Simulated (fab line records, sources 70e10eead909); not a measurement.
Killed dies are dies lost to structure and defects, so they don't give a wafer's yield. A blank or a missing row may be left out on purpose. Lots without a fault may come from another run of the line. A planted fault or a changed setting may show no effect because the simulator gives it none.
Chamber matching | flow nand_harc | NHARC_A_CONTACT_ETCH_102 on rie_diel-04: 4 sister chambers
The step etches the open film in CF4/O2, target depth 100 nm, overetch 10 nm, time 55 s. 30 wafers are shown with their chamber, then 12 later ones without.

WAFERS WITH THEIR CHAMBER
wafer  | chamber | drypump_motor_current_A (A) | showerhead_plenum_p_Torr (Torr) | oes_product_au (a.u.)
L074.2 | 0       | 5.6                         | 1.26                            | 1.003
L074.4 | 3       | 5.5                         | 1.36                            | 1.011
L074.5 | 0       | 5.6                         | 1.26                            | 1.004
L077.1 | 3       | 5.5                         | 1.36                            | 1.010
L077.2 | 1       | 5.6                         | 1.30                            | 1.001
L077.3 | 0       | 5.6                         | 1.26                            | 1.001
L077.4 | 2       | 6.2                         | 1.37                            | 1.007
L077.5 | 0       | 5.6                         | 1.26                            | 0.999
L077.6 | 3       | 5.5                         | 1.36                            | 1.012
L079.4 | 2       | 6.3                         | 1.37                            | 1.008
L079.5 | 2       | 6.3                         | 1.37                            | 0.989
L079.6 | 3       | 5.5                         | 1.36                            | 1.011
L080.2 | 2       | 6.3                         | 1.37                            | 0.986
L080.4 | 0       | 5.6                         | 1.26                            | 0.993
L080.5 | 3       | 5.5                         | 1.36                            | 1.006
L081.2 | 2       | 6.2                         | 1.37                            | 0.996
L081.4 | 1       | 5.6                         | 1.30                            | 1.002
L081.5 | 2       | 6.3                         | 1.37                            | 0.996
L082.1 | 2       | 6.3                         | 1.37                            | 0.993
L082.3 | 1       | 5.6                         | 1.30                            | 0.988
L082.4 | 0       | 5.6                         | 1.26                            | 1.003
L085.1 | 0       | 5.6                         | 1.25                            | 1.003
L085.2 | 2       | 6.3                         | 1.37                            | 0.989
L085.6 | 0       | 5.6                         | 1.25                            | 1.007
L087.2 | 3       | 5.5                         | 1.35                            | 1.011
L087.4 | 2       | 6.2                         | 1.37                            | 0.978
L087.6 | 2       | 6.2                         | 1.37                            | 0.987
L088.2 | 1       | 5.6                         | 1.30                            | 1.001
L088.3 | 2       | 6.3                         | 1.37                            | 0.985
L088.4 | 0       | 5.6                         | 1.25                            | 1.002

SIGNATURES (means of the wafers above)
reading                  | chamber 0 | chamber 1 | chamber 2 | chamber 3 | scatter within a chamber
drypump_motor_current_A  | 5.600     | 5.600     | 6.264     | 5.500     | 0.0313
showerhead_plenum_p_Torr | 1.2567    | 1.3000    | 1.3700    | 1.3583    | 0.0033
oes_product_au           | 1.00167   | 0.99800   | 0.99218   | 1.01017   | 0.00655
Rule: a wafer's distance from a chamber is the root of the sum, over the readings, of the square of ((its reading less the chamber's mean) divided by the reading's scatter). The wafer belongs to the nearest chamber; if the next one is less than 2 further off, it can't be placed. The scatter: the root of (the sum of the squares of (reading less its chamber's mean) over the shown wafers, divided by (wafers less chambers)).

WAFERS WITHOUT THEIR CHAMBER
wafer  | drypump_motor_current_A (A) | showerhead_plenum_p_Torr (Torr) | oes_product_au (a.u.)
L093.2 | 6.2                         | 1.37                            | 0.985
L093.4 | 5.5                         | 1.35                            | 1.010
L093.5 | 5.5                         | 1.35                            | 1.011
L094.2 | 5.6                         | 1.29                            | 0.998
L094.4 | 5.6                         | 1.29                            | 0.992
L094.5 | 5.5                         | 1.35                            | 1.009
L095.4 | 5.5                         | 1.35                            | 1.015
L095.5 | 5.6                         | 1.25                            | 1.005
L095.6 | 5.5                         | 1.35                            | 1.004
L097.1 | 5.6                         | 1.25                            | 1.018
L097.2 | 5.6                         | 1.29                            | 0.997
L097.5 | 5.5                         | 1.35                            | 1.006

WHICH CHAMBER EACH WENT THROUGH
wafer  | from the rows above | in truth
L093.2 | 2                   | 2
L093.4 | 3                   | 3
L093.5 | 3                   | 3
L094.2 | 1                   | 1
L094.4 | 1                   | 1
L094.5 | 3                   | 3
L095.4 | 3                   | 3
L095.5 | 0                   | 0
L095.6 | 3                   | 3
L097.1 | 0                   | 0
L097.2 | 1                   | 1
L097.5 | 3                   | 3
Placed correctly: 12 of 12. Can't be placed from these rows: 0. Placed wrongly: 0.
